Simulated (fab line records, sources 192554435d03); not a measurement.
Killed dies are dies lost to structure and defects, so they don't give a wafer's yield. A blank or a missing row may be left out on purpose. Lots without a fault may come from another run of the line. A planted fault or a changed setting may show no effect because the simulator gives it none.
fab line records | flow n5_finfet
record lots=24 wafers=72 last_day=19
route steps=1938 shown BEOL_M4@1023
lots that met no fault: from a run of the same line without faults
start_h: hours from the record's first day to the start of the lot's first wafer shown | wait_h: hours since the lot's step before | " the same as in the row above | L1.1+2: a row that stands for several wafers | - no value, or no start given | * or withheld: withheld | < > ~ a bound
route shown NAME@n: a module of which the file shows steps, and the number in the route of the first | usual: mean/standard deviation of fault-free wafers | same: alike in all rows | chamber/n: place in a boat | sites: the reading at each site | _std_site: their standard deviation | _edge_site: outer sites' mean less inner sites' | radius_mm: how far each site lies from the wafer's centre | mask NAME#n: copy n | behind: the tool/chamber that last shaped the wafer | hold: why the lot was held/for how many hours/how that ended | device: the transistor (n, p or np) that didn't switch | end of line: the same wafers' tests at the end of the route | a step without rows: its recipe alone | killed: dies lost to structure and defects at the first sort, not the wafer's yield | map: a wafer's dies, x killed, . not, _ none there
set.NAME: the setting as run; set.NAME@STEP: as run at that earlier step | model.NAME: the simulator's own value behind a step, which no gauge read
steps of the route over a sample of lots; a table a step, a row a wafer
services: from which hour (start_h, from the record's first day; less than 0 if before it) a tool's chamber was out of use, for how many hours, and why
## steps
# step N5_BEOL_M4_PECVD_72
# recipe material=SiO2 target_thk_a=160 temp_c=400 precursor=TEOS/O2 pressure_torr=5.5 rf_w=450 teos_flow_sccm=53.8 gas=O2 flow_sccm=3000 time_s=18
# usual heater_power_outer_w=443/110 heater_power_w=740/140 showerhead_plenum_p_Torr=8.79/0.069 susceptor_temp_C=400.01/0.24 throttle_valve_pct=22.7/0.99
# columns lot.wafer tool chamber start_h wait_h heater_power_outer_w heater_power_w showerhead_plenum_p_Torr susceptor_temp_C throttle_valve_pct
L074.2 pecvd-01 2 165.16 0.0 644 1033 8.93 400.20 23.4
L074.3 " 1 " " 364 629 8.78 400.00 25.1
L074.5 " 1 " " 355 635 8.79 399.98 24.4
L075.2 pecvd-02 2 171.11 0.0 416 679 8.81 400.08 23.1
L075.4 " 1 " " 586 874 8.81 399.80 21.8
L075.6 " 0 " " 402 712 8.77 399.77 22.0
L077.2 pecvd-01 1 189.13 0.0 322 588 8.78 400.01 24.8
L077.4 " 2 " " 664 1049 8.94 399.91 23.4
L077.6 " 1 " " 325 593 8.79 399.82 24.9
L076.1 pecvd-02 2 196.59 0.0 374 611 8.77 399.77 22.7
L076.2 " 0 " " 356 655 8.76 400.42 22.1
L076.5 " 0 " " 354 651 8.75 400.23 22.2
L078.2 pecvd-02 0 205.61 0.0 424 740 8.79 400.05 22.0
L078.3 " 0 " " 410 736 8.76 400.18 22.1
L078.5 " 0 " " 425 754 8.73 400.25 22.4
L079.1 pecvd-01 0 209.38 0.0 565 883 8.85 399.89 23.2
L079.2 " 2 " " 664 1034 8.94 400.34 23.5
L079.4 " 0 " " 542 893 8.85 400.24 22.8
L080.3 pecvd-04 0 213.96 0.0 536 884 8.76 399.43 22.1
L080.5 " 2 " " 384 624 8.69 399.96 22.1
L080.6 " 0 " " 527 907 8.78 400.14 22.4
L081.2 pecvd-04 2 218.54 0.0 346 598 8.70 399.91 21.9
L081.3 " 1 " " 297 538 8.71 399.71 22.7
L081.5 " 0 " " 493 836 8.77 400.09 22.0
L082.1 pecvd-04 1 226.39 0.0 325 566 8.70 400.29 22.9
L082.3 " 0 " " 512 892 8.79 400.12 22.0
L082.4 " 1 " " 334 566 8.70 399.93 22.6
L083.1 pecvd-01 2 229.02 0.0 541 880 8.90 400.08 23.5
L083.3 " 1 " " 346 618 8.77 400.15 24.6
L083.5 " 2 " " 565 908 8.95 400.14 23.3
L084.2 pecvd-02 2 240.20 0.0 366 613 8.78 400.23 21.2
L084.4 " 0 " " 387 692 8.75 400.08 22.3
L084.6 " 2 " " 366 606 8.80 400.18 21.0
L086.1 pecvd-04 0 245.56 0.0 497 817 8.78 399.93 22.2
L086.3 " 1 " " 343 595 8.72 399.54 22.6
L086.4 " 1 " " 348 598 8.71 399.59 22.6
L085.1 pecvd-04 2 246.31 0.0 426 695 8.70 399.70 21.7
L085.4 " 0 " " 464 799 8.76 399.61 22.0
L085.5 " 2 " " 416 692 8.68 399.56 22.0
L087.1 pecvd-04 2 251.48 0.0 353 615 8.70 399.45 21.9
L087.2 " 0 " " 457 819 8.78 399.92 22.3
L087.5 " 1 " " 281 509 8.69 400.06 22.6
L088.2 pecvd-01 2 253.96 0.0 643 1014 8.93 400.27 23.5
L088.3 " 0 " " 479 789 8.85 400.15 23.2
L088.5 " 0 " " 468 807 8.85 400.17 23.4
L089.2 pecvd-01 0 260.78 0.0 457 779 8.86 400.06 23.1
L089.3 " 2 " " 648 1013 8.92 399.87 23.5
L089.4 " 1 " " 373 646 8.77 399.93 24.8
L090.1 pecvd-01 1 268.96 0.0 372 648 8.78 399.98 24.5
L090.3 " 2 " " 640 1018 8.94 400.18 23.8
L090.6 " 1 " " 363 660 8.78 399.48 24.8
L091.2 pecvd-04 2 275.40 0.0 380 648 8.70 399.85 22.0
L091.5 " 0 " " 497 856 8.75 400.11 22.1
L091.6 " 2 " " 376 649 8.69 399.90 21.9
L092.1 pecvd-02 2 284.61 0.0 373 628 8.79 400.24 21.4
L092.5 " 0 " " 380 707 8.78 399.81 22.2
L092.6 " 1 " " 476 737 8.79 400.01 21.7
L093.2 pecvd-02 0 296.46 0.0 392 705 8.76 400.60 22.1
L093.4 " 2 " " 393 632 8.79 400.22 21.5
L093.6 " 0 " " 392 696 8.75 399.91 22.0
L094.2 pecvd-02 0 296.66 0.0 339 636 8.76 400.22 22.2
L094.5 " 2 " " 347 590 8.80 400.21 21.5
L094.6 " 1 " " 566 874 8.81 400.18 21.5
L095.2 pecvd-02 2 298.47 0.0 412 638 8.80 400.11 21.6
L095.5 " 2 " " 411 662 8.78 400.18 21.3
L095.6 " 0 " " 408 711 8.76 399.90 22.2
L096.1 pecvd-01 0 303.29 0.0 539 876 8.84 399.86 23.1
L096.3 " 1 " " 322 625 8.77 399.67 24.6
L096.4 " 2 " " 686 1047 8.91 400.18 23.9
L097.2 pecvd-04 0 317.18 0.0 479 833 8.78 399.67 22.5
L097.3 " 2 " " 389 657 8.68 399.46 22.4
L097.5 " 1 " " 261 478 8.72 399.94 22.8
# step N5_BEOL_M4_INSPECT_13
# recipe mode=adi inspect_instrument=brightfield
# usual raw_defect_count=411/100
# columns lot.wafer tool chamber start_h wait_h raw_defect_count
L074.2 defect_inspect-01 - 166.57 0.1 388
L074.3 " - " " 311
L074.5 " - " " 302
L075.2 defect_inspect-02 - 172.99 0.0 262
L075.4 " - " " 494
L075.6 " - " " 265
L077.2 defect_inspect-01 - 191.77 0.0 400
L077.4 " - " " 283
L077.6 " - " " 357
L076.1 defect_inspect-01 - 198.10 0.1 367
L076.2 " - " " 430
L076.5 " - " " 397
L078.2 defect_inspect-02 - 208.82 0.0 400
L078.3 " - " " 502
L078.5 " - " " 493
L079.1 defect_inspect-02 - 210.10 0.1 562
L079.2 " - " " 512
L079.4 " - " " 314
L080.3 defect_inspect-02 - 215.59 0.0 365
L080.5 " - " " 761
L080.6 " - " " 517
L081.2 defect_inspect-02 - 219.41 0.0 597
L081.3 " - " " 380
L081.5 " - " " 398
L082.1 defect_inspect-01 - 229.66 0.1 371
L082.3 " - " " 357
L082.4 " - " " 360
L083.1 defect_inspect-02 - 230.31 0.1 399
L083.3 " - " " 458
L083.5 " - " " 384
L084.2 defect_inspect-02 - 241.59 0.0 544
L084.4 " - " " 465
L084.6 " - " " 480
L086.1 defect_inspect-02 - 246.61 0.1 357
L086.3 " - " " 300
L086.4 " - " " 338
L085.1 defect_inspect-02 - 249.21 0.1 396
L085.4 " - " " 415
L085.5 " - " " 337
L087.1 defect_inspect-01 - 253.75 0.1 357
L087.2 " - " " 487
L087.5 " - " " 358
L088.2 defect_inspect-02 - 256.79 0.0 316
L088.3 " - " " 250
L088.5 " - " " 417
L089.2 defect_inspect-02 - 262.94 0.0 473
L089.3 " - " " 488
L089.4 " - " " 482
L090.1 defect_inspect-02 - 269.75 0.1 455
L090.3 " - " " 411
L090.6 " - " " 391
L091.2 defect_inspect-01 - 276.85 0.0 265
L091.5 " - " " 330
L091.6 " - " " 272
L092.1 defect_inspect-02 - 286.70 0.1 489
L092.5 " - " " 410
L092.6 " - " " 434
L093.2 defect_inspect-02 - 297.52 0.0 295
L093.4 " - " " 286
L093.6 " - " " 295
L094.2 defect_inspect-02 - 298.21 0.0 359
L094.5 " - " " 561
L094.6 " - " " 558
L095.2 defect_inspect-01 - 301.46 0.0 649
L095.5 " - " " 713
L095.6 " - " " 736
L096.1 defect_inspect-02 - 306.28 0.1 356
L096.3 " - " " 472
L096.4 " - " " 540
L097.2 defect_inspect-01 - 317.72 0.0 420
L097.3 " - " " 360
L097.5 " - " " 315
# step N5_BEOL_M4_ETCH_77
# recipe chemistry=N2/H2 target=underlayer target_depth_a=65 mask_material=CAR-EUV time_s=5.2 ion_energy_ev=200 pressure_mtorr=30 source_w=840 bias_w=150 n2_flow_sccm=200 h2_flow_sccm=200 ends=cleared
# usual bias_w=149.9/0.5 drypump_motor_current_A=5.9/0.52 etch_rf_on_time_s=5.20/0.071 oes_product_au=0.67/0.065 rf_vpp_V=525.5/2.2 showerhead_plenum_p_Torr=2.60/0.075 throttle_valve_pct=17.83/0.23
# columns lot.wafer tool chamber start_h wait_h bias_w drypump_motor_current_A etch_rf_on_time_s oes_product_au rf_hours_counter_h rf_vpp_V showerhead_plenum_p_Torr throttle_valve_pct
L074.2 rie_diel-03 2 167.51 0.0 150.0 5.8 5.17 0.76 26 527.1 2.71 18.06
L074.3 " 1 " " 149.4 6.7 5.28 0.64 172 526.6 2.64 17.52
L074.5 " 2 " " 150.7 5.8 5.22 0.76 - 528.9 2.71 18.06
L075.2 rie_diel-03 2 174.69 0.0 149.7 5.8 5.27 0.74 29 529.1 2.71 18.05
L075.4 " 1 " " 149.5 6.7 5.37 0.63 176 526.8 2.64 17.52
L075.6 " 1 " " 150.0 6.7 5.30 0.62 - 524.2 2.64 17.52
L077.2 rie_diel-02 1 192.88 0.0 149.4 5.0 5.23 0.74 40 524.7 2.50 17.84
L077.4 " 1 " " 150.4 5.0 5.27 0.75 - 523.8 2.50 17.83
L077.6 " 3 " " 149.6 5.8 5.08 0.71 - 526.7 2.67 18.05
L076.1 rie_diel-03 0 199.20 0.0 150.6 6.4 5.19 0.79 10 526.3 2.60 17.54
L076.2 " 3 " " 149.3 6.1 5.13 0.65 163 523.6 2.53 17.88
L076.5 " 0 " " 150.6 6.4 5.19 0.79 - 525.2 2.60 17.55
L078.2 rie_diel-05 1 210.30 0.0 149.9 4.9 5.22 0.72 59 522.3 2.47 17.52
L078.3 " 0 " " 151.1 5.7 5.07 0.64 141 526.5 2.67 18.14
L078.5 " 3 " " 149.0 6.4 5.13 0.61 - 526.3 2.62 17.96
L079.1 rie_diel-02 0 211.05 0.0 149.7 6.2 5.24 0.61 192 524.0 2.63 17.88
L079.2 " 1 " " 149.0 5.0 5.23 0.74 47 523.5 2.49 17.84
L079.4 " 3 " " 150.1 5.8 5.10 0.70 103 526.7 2.67 18.07
L080.3 rie_diel-03 0 216.99 0.0 150.6 6.4 5.17 0.77 17 527.8 2.60 17.55
L080.5 " 2 " " 150.3 5.8 5.14 0.74 - 527.4 2.70 18.11
L080.6 " 3 " " 150.4 6.2 5.07 0.64 - 524.7 2.53 17.88
L081.2 rie_diel-05 3 220.68 0.0 150.6 6.4 5.11 0.61 203 526.7 2.62 17.98
L081.3 " 1 " " 150.3 4.9 5.16 0.73 64 521.3 2.47 17.52
L081.5 " 2 " " 150.6 6.0 5.22 0.58 - 525.6 2.61 17.69
L082.1 rie_diel-02 0 230.76 0.0 149.5 6.2 5.27 0.59 199 525.1 2.62 17.86
L082.3 " 2 " " 150.2 6.1 5.27 0.79 8 529.6 2.71 17.75
L082.4 " 1 " " 149.6 5.0 5.28 0.71 54 523.0 2.49 17.89
L083.1 rie_diel-03 3 231.38 0.0 150.8 6.1 5.19 0.63 176 524.8 2.53 17.90
L083.3 " 1 " " 150.0 6.7 5.34 0.62 194 529.1 2.63 17.56
L083.5 " 3 " " 149.9 6.1 5.12 0.64 - 523.3 2.53 17.90
L084.2 rie_diel-05 1 242.71 0.0 150.2 4.9 5.23 0.71 73 522.4 2.46 17.52
L084.4 " 2 " " 148.9 6.0 5.28 0.57 252 526.0 2.60 17.72
L084.6 " 3 " " 149.7 6.3 5.09 0.60 - 525.9 2.61 17.96
L086.1 rie_diel-02 3 247.55 0.0 150.7 5.8 5.13 0.67 115 526.4 2.67 18.06
L086.3 " 1 " " 150.2 5.0 5.24 0.72 60 521.2 2.49 17.86
L086.4 " 2 " " 149.8 6.0 5.26 0.77 14 526.8 2.71 17.74
L085.1 rie_diel-03 3 250.18 0.0 149.5 6.1 5.12 0.63 182 525.1 2.52 17.90
L085.4 " 2 " " 149.3 5.8 5.15 0.71 56 527.4 2.70 18.11
L085.5 " 0 " " 150.3 6.4 5.16 0.76 - 525.3 2.59 17.59
L087.1 rie_diel-05 0 255.41 0.0 150.8 5.7 5.12 0.62 156 525.7 2.66 18.13
L087.2 " 3 " " 150.5 6.4 5.18 0.60 217 525.4 2.61 17.98
L087.5 " 1 " " 149.9 5.0 5.14 0.71 - 523.7 2.46 17.53
L088.2 rie_diel-05 3 257.84 0.0 150.2 6.4 5.16 0.60 219 527.2 2.61 17.98
L088.3 " 1 " " 149.0 4.9 5.20 0.71 80 523.4 2.46 17.54
L088.5 " 3 " " 150.4 6.4 5.16 0.59 - 525.6 2.61 17.99
L089.2 rie_diel-03 1 264.03 0.0 150.0 6.7 5.28 0.61 207 524.7 2.63 17.60
L089.3 " 0 " " 149.8 6.4 5.22 0.75 32 525.3 2.59 17.60
L089.4 " 2 " " 149.9 5.8 5.24 0.70 62 527.3 2.70 18.10
L090.1 rie_diel-03 2 270.70 0.0 149.3 5.8 5.25 0.70 64 529.0 2.70 18.13
L090.3 " 3 " " 150.3 6.1 5.20 0.62 191 522.6 2.52 17.95
L090.6 " 0 " " 150.4 6.4 5.27 0.74 - 525.2 2.59 17.59
L091.2 rie_diel-02 0 278.40 0.0 150.5 6.2 5.26 0.59 215 525.4 2.62 17.90
L091.5 " 1 " " 149.5 5.0 5.33 0.71 - 522.2 2.48 17.90
L091.6 " 0 " " 149.5 6.1 5.26 0.61 - 529.9 2.62 17.93
L092.1 rie_diel-03 1 288.22 0.0 150.3 6.7 5.28 0.61 215 525.6 2.62 17.58
L092.5 " 3 " " 149.4 6.1 5.12 0.61 - 524.4 2.52 17.95
L092.6 " 2 " " 149.5 5.8 5.18 0.70 - 527.7 2.69 18.15
L093.2 rie_diel-05 0 298.57 0.0 149.6 5.7 5.17 0.61 172 524.5 2.65 18.17
L093.4 " 3 " " 150.5 6.4 5.14 0.59 232 526.3 2.60 18.00
L093.6 " 1 " " 150.1 4.9 5.21 0.70 - 522.2 2.46 17.57
L094.2 rie_diel-03 0 299.35 0.0 150.3 6.5 5.25 0.73 46 525.4 2.58 17.62
L094.5 " 2 " " 150.9 5.8 5.24 0.69 - 526.9 2.69 18.14
L094.6 " 3 " " 149.1 6.1 5.18 0.62 - 523.8 2.52 17.94
L095.2 rie_diel-05 2 302.97 0.0 150.0 6.0 5.17 0.78 11 526.4 2.60 17.34
L095.5 " 3 " " 149.8 6.4 5.25 0.59 - 525.8 2.60 18.01
L095.6 " 0 " " 149.7 5.7 5.19 0.60 - 528.1 2.65 18.17
L096.1 rie_diel-05 2 307.38 0.0 148.8 5.9 5.17 0.78 13 525.3 2.60 17.35
L096.3 " 0 " " 150.0 5.7 5.15 0.61 176 525.4 2.65 18.20
L096.4 " 3 " " 149.7 6.4 5.20 0.58 235 525.0 2.60 18.02
L097.2 rie_diel-02 0 318.75 0.0 150.1 6.2 5.32 0.59 228 527.7 2.61 17.92
L097.3 " 2 " " 150.7 6.1 5.30 0.73 37 530.0 2.70 17.78
L097.5 " 3 " " 150.4 5.8 5.21 0.66 - 527.6 2.66 18.08
# step N5_BEOL_M4_DEGAS_44
# recipe ambient=vacuum temp_c=250 time_s=60
# usual heater_power_w=324/18 susceptor_temp_C=250.01/0.18
# columns lot.wafer tool chamber start_h wait_h heater_power_w susceptor_temp_C
L074.2 pvd_sputter-01 - 194.39 0.2 338 249.65
L074.3 " - " " 282 249.86
L074.5 " - " " 336 249.89
L075.2 pvd_sputter-01 - 198.49 0.5 311 249.79
L075.4 " - " " 287 250.20
L075.6 " - " " 314 250.08
L077.2 pvd_sputter-03 - 200.42 0.3 327 249.93
L077.4 " - " " 330 250.27
L077.6 " - " " 318 250.12
L078.2 pvd_sputter-01 - 218.26 1.0 342 250.02
L078.3 " - " " 283 249.91
L078.5 " - " " 335 250.08
L076.1 pvd_sputter-02 - 218.50 0.3 336 250.03
L076.2 " - " " 319 249.97
L076.5 " - " " 313 249.80
L079.1 pvd_sputter-01 - 218.82 0.1 317 250.05
L079.2 " - " " 282 249.80
L079.4 " - " " 336 250.16
L080.3 pvd_sputter-01 - 225.63 0.3 337 250.15
L080.5 " - " " 327 249.95
L080.6 " - " " 282 249.91
L081.2 pvd_sputter-03 - 230.75 0.2 333 249.94
L081.3 " - " " 316 250.13
L081.5 " - " " 346 250.13
L082.1 pvd_sputter-03 - 238.25 0.7 327 249.88
L082.3 " - " " 321 249.70
L082.4 " - " " 330 250.06
L083.1 pvd_sputter-02 - 245.53 0.3 337 250.01
L083.3 " - " " 314 249.72
L083.5 " - " " 348 250.29
L084.2 pvd_sputter-01 - 253.48 0.3 326 249.83
L084.4 " - " " 283 249.99
L084.6 " - " " 318 250.25
L086.1 pvd_sputter-03 - 253.73 0.5 332 249.88
L086.3 " - " " 323 250.10
L086.4 " - " " 328 250.08
L085.1 pvd_sputter-02 - 259.84 0.1 320 250.13
L085.4 " - " " 333 249.90
L085.5 " - " " 346 249.88
L087.1 pvd_sputter-02 - 269.25 0.3 333 250.32
L087.2 " - " " 323 249.89
L087.5 " - " " 324 250.15
L088.2 pvd_sputter-01 - 274.51 0.1 337 249.97
L088.3 " - " " 334 249.87
L088.5 " - " " 318 250.12
L089.2 pvd_sputter-02 - 276.63 0.0 321 249.90
L089.3 " - " " 336 250.14
L089.4 " - " " 356 249.87
L090.1 pvd_sputter-03 - 286.19 0.3 335 250.23
L090.3 " - " " 327 249.94
L090.6 " - " " 332 249.81
L091.2 pvd_sputter-01 - 297.82 0.2 337 250.04
L091.5 " - " " 317 250.17
L091.6 " - " " 350 250.31
L092.1 pvd_sputter-01 - 302.49 0.3 326 249.82
L092.5 " - " " 326 250.07
L092.6 " - " " 288 250.03
L093.2 pvd_sputter-03 - 307.17 0.4 333 249.95
L093.4 " - " " 337 250.01
L093.6 " - " " 322 250.04
L094.2 pvd_sputter-01 - 311.56 0.7 285 250.06
L094.5 " - " " 340 249.93
L094.6 " - " " 330 249.99
L095.2 pvd_sputter-02 - 313.27 0.4 340 249.60
L095.5 " - " " 359 249.93
L095.6 " - " " 332 250.07
L096.1 pvd_sputter-01 - 324.07 0.8 338 250.07
L096.3 " - " " 311 250.37
L096.4 " - " " 282 249.79
L097.2 pvd_sputter-02 - 338.55 0.1 337 249.95
L097.3 " - " " 352 250.12
L097.5 " - " " 316 249.81
# step N5_BEOL_M4_ALD_84
# recipe material=TaN target_thk_a=* temp_c=275 ald_precursor_family=PDMAT ald_co_reactant=NH3 pressure_torr=3 carrier_flow_sccm=1500 pulse_time_s=2 purge_time_s=3 co_reactant_purge_time_s=2 co_reactant_pulse_time_s=3 ald_cycles=30 precursor_vessel_temp_c=75 precursor_vessel_pressure_torr=26.25 precursor_vessel_carrier_sccm=1000
# usual heater_power_outer_w=233/42 heater_power_w=423/77 susceptor_temp_C=275.00/0.17
# columns lot.wafer tool chamber start_h wait_h heater_power_outer_w heater_power_w susceptor_temp_C
L074.2 ald_metal-01 0 194.57 0.1 237 438 274.86
L074.3 " 2 " " 238 427 275.32
L074.5 " 0 " " 241 442 274.92
L075.2 ald_metal-02 1 198.69 0.1 225 398 275.04
L075.4 " 3 " " 174 318 274.88
L075.6 " 1 " " 220 400 274.91
L077.2 ald_metal-02 1 200.53 0.0 228 391 275.10
L077.4 " 3 " " 168 321 274.77
L077.6 " 1 " " 220 409 274.91
L078.2 ald_metal-02 2 218.36 0.0 346 624 274.95
L078.3 " 3 " " 175 328 275.26
L078.5 " 1 " " 221 408 275.06
L076.1 ald_metal-04 2 218.60 0.0 216 371 274.81
L076.2 " 3 " " 266 503 275.33
L076.5 " 1 " " 248 454 275.04
L079.1 ald_metal-02 0 218.92 0.0 209 391 275.32
L079.2 " 1 " " 221 408 275.14
L079.4 " 2 " " 353 626 274.95
L080.3 ald_metal-04 1 225.73 0.0 256 459 274.96
L080.5 " 1 " " 252 466 274.96
L080.6 " 2 " " 218 373 274.93
L081.2 ald_metal-01 3 230.86 0.1 198 345 275.31
L081.3 " 1 " " 212 367 275.07
L081.5 " 3 " " 191 343 274.99
L082.1 ald_metal-01 2 238.37 0.1 237 431 275.05
L082.3 " 1 " " 211 371 274.78
L082.4 " 0 " " 238 445 275.40
L083.1 ald_metal-01 2 245.65 0.1 235 427 275.06
L083.3 " 1 " " 209 373 275.18
L083.5 " 2 " " 235 441 274.75
L084.2 ald_metal-01 1 253.59 0.0 213 374 274.98
L084.4 " 2 " " 236 426 275.00
L084.6 " 3 " " 197 337 275.00
L086.1 ald_metal-01 3 253.84 0.0 196 343 274.77
L086.3 " 0 " " 234 424 274.96
L086.4 " 1 " " 210 365 275.06
L085.1 ald_metal-04 0 259.94 0.0 240 429 274.96
L085.4 " 3 " " 264 526 275.04
L085.5 " 1 " " 251 456 275.27
L087.1 ald_metal-04 0 269.35 0.0 238 426 274.90
L087.2 " 2 " " 220 372 274.89
L087.5 " 3 " " 268 507 274.97
L088.2 ald_metal-02 1 274.61 0.0 219 398 275.20
L088.3 " 3 " " 173 317 275.14
L088.5 " 1 " " 223 398 275.02
L089.2 ald_metal-04 1 276.75 0.1 254 460 274.65
L089.3 " 0 " " 241 436 274.88
L089.4 " 3 " " 272 513 274.79
L090.1 ald_metal-02 2 286.29 0.0 351 623 274.90
L090.3 " 0 " " 208 381 274.84
L090.6 " 0 " " 210 393 274.99
L091.2 ald_metal-02 2 297.92 0.0 349 624 275.10
L091.5 " 0 " " 212 383 275.10
L091.6 " 3 " " 174 324 274.97
L092.1 ald_metal-04 2 302.59 0.0 216 377 274.52
L092.5 " 3 " " 256 499 274.88
L092.6 " 2 " " 222 380 274.76
L093.2 ald_metal-04 1 307.33 0.1 251 456 275.06
L093.4 " 3 " " 276 512 274.98
L093.6 " 0 " " 239 435 275.22
L094.2 ald_metal-02 1 311.67 0.0 221 402 274.90
L094.5 " 0 " " 209 384 275.15
L094.6 " 3 " " 174 316 274.74
L095.2 ald_metal-04 0 313.53 0.2 240 437 274.89
L095.5 " 0 " " 238 437 274.91
L095.6 " 3 " " 266 512 275.10
L096.1 ald_metal-04 3 324.18 0.0 268 509 274.83
L096.3 " 2 " " 217 370 274.92
L096.4 " 0 " " 236 443 275.09
L097.2 ald_metal-01 1 338.65 0.0 218 369 274.85
L097.3 " 2 " " 240 435 274.99
L097.5 " 1 " " 216 369 275.03
# step N5_BEOL_M4_SPUTTER_48
# recipe material=Cu target_thk_a=45 temp_c=-20 chamber_pressure_pa=0.07 power_w=withheld time_s=8.29
# usual susceptor_temp_C=-20.00/0.11 throttle_valve_pct=30.3/0.87
# columns lot.wafer tool chamber start_h wait_h susceptor_temp_C throttle_valve_pct
L074.2 pvd_sputter-02 - 195.45 0.5 -19.99 30.2
L074.3 " - " " -19.88 29.5
L074.5 " - " " -19.98 28.8
L075.2 pvd_sputter-02 - 199.29 0.1 -19.77 29.6
L075.4 " - " " -19.97 29.9
L075.6 " - " " -20.18 30.0
L077.2 pvd_sputter-02 - 201.17 0.1 -19.89 29.6
L077.4 " - " " -20.02 29.0
L077.6 " - " " -20.07 30.3
L078.2 pvd_sputter-01 - 218.90 0.1 -19.96 30.6
L078.3 " - " " -20.14 30.3
L078.5 " - " " -20.00 30.8
L076.1 pvd_sputter-02 - 219.14 0.1 -19.82 29.9
L076.2 " - " " -19.99 29.9
L076.5 " - " " -20.13 29.4
L079.1 pvd_sputter-01 - 220.78 1.1 -19.94 30.1
L079.2 " - " " -19.90 31.0
L079.4 " - " " -20.04 30.3
L080.3 pvd_sputter-01 - 226.25 0.1 -20.00 30.5
L080.5 " - " " -20.04 30.3
L080.6 " - " " -20.00 30.9
L081.2 pvd_sputter-02 - 231.50 0.2 -20.02 30.1
L081.3 " - " " -20.05 29.0
L081.5 " - " " -20.12 28.9
L082.1 pvd_sputter-01 - 239.10 0.3 -19.99 30.3
L082.3 " - " " -20.05 30.5
L082.4 " - " " -19.81 31.0
L083.1 pvd_sputter-02 - 246.29 0.1 -19.90 30.0
L083.3 " - " " -20.02 29.9
L083.5 " - " " -20.03 29.5
L084.2 pvd_sputter-01 - 254.08 0.1 -19.99 30.6
L084.4 " - " " -20.17 31.3
L084.6 " - " " -19.97 30.6
L086.1 pvd_sputter-03 - 254.33 0.1 -20.04 29.7
L086.3 " - " " -19.98 31.7
L086.4 " - " " -20.14 32.4
L085.1 pvd_sputter-03 - 261.68 1.1 -20.03 32.6
L085.4 " - " " -19.97 29.4
L085.5 " - " " -19.90 31.7
L087.1 pvd_sputter-03 - 270.21 0.1 -20.08 29.3
L087.2 " - " " -19.75 31.7
L087.5 " - " " -19.95 29.8
L088.2 pvd_sputter-01 - 275.16 0.1 -20.01 30.4
L088.3 " - " " -19.87 30.9
L088.5 " - " " -19.91 30.6
L089.2 pvd_sputter-02 - 277.26 0.1 -20.05 28.9
L089.3 " - " " -20.03 29.4
L089.4 " - " " -19.99 30.1
L090.1 pvd_sputter-03 - 286.76 0.1 -20.06 32.6
L090.3 " - " " -19.92 31.7
L090.6 " - " " -19.82 31.7
L091.2 pvd_sputter-01 - 298.45 0.1 -19.99 30.2
L091.5 " - " " -19.90 30.6
L091.6 " - " " -20.08 30.6
L092.1 pvd_sputter-03 - 303.23 0.2 -20.02 29.9
L092.5 " - " " -20.16 29.6
L092.6 " - " " -20.33 32.0
L093.2 pvd_sputter-03 - 308.10 0.1 -19.97 29.7
L093.4 " - " " -19.92 32.5
L093.6 " - " " -19.89 29.4
L094.2 pvd_sputter-01 - 312.46 0.4 -20.19 30.3
L094.5 " - " " -20.06 29.9
L094.6 " - " " -20.10 30.5
L095.2 pvd_sputter-01 - 314.62 0.3 -20.09 30.3
L095.5 " - " " -20.03 30.4
L095.6 " - " " -20.16 30.5
L096.1 pvd_sputter-01 - 324.79 0.2 -20.07 30.0
L096.3 " - " " -20.04 30.5
L096.4 " - " " -19.85 30.0
L097.2 pvd_sputter-01 - 339.32 0.1 -19.88 30.4
L097.3 " - " " -19.99 30.2
L097.5 " - " " -20.00 30.6
## services
# columns tool chamber start_h hours kind
ald_metal-01 - 148.22 1.2 pm
ald_metal-04 - 149.17 8.7 pm
pecvd-02 - 149.75 5.7 repair
ald_metal-01 2 151.27 28.5 repair
ald_metal-02 2 155.50 3.8 repair
ald_metal-04 0 171.20 1.6 repair
pecvd-01 0 174.52 5.0 scheduled_down
pecvd-04 0 177.41 2.1 scheduled_down
pvd_sputter-02 - 186.11 7.3 repair
ald_metal-02 0 189.12 17.4 repair
rie_diel-05 3 191.40 1.4 repair
pecvd-04 - 200.31 1.6 repair
rie_diel-03 1 222.81 2.7 repair
pecvd-01 0 227.89 4.0 repair
rie_diel-02 0 236.29 1.6 repair
rie_diel-05 2 248.47 1.5 repair
rie_diel-03 0 253.76 5.9 repair
pecvd-01 - 274.98 0.7 repair
rie_diel-05 1 276.26 3.2 repair
pvd_sputter-01 - 283.92 0.7 repair
ald_metal-04 0 293.29 1.6 repair
pecvd-02 - 307.15 0.7 repair
rie_diel-05 - 322.76 14.6 pm
ald_metal-04 - 335.82 6.0 pm
## key
fault none
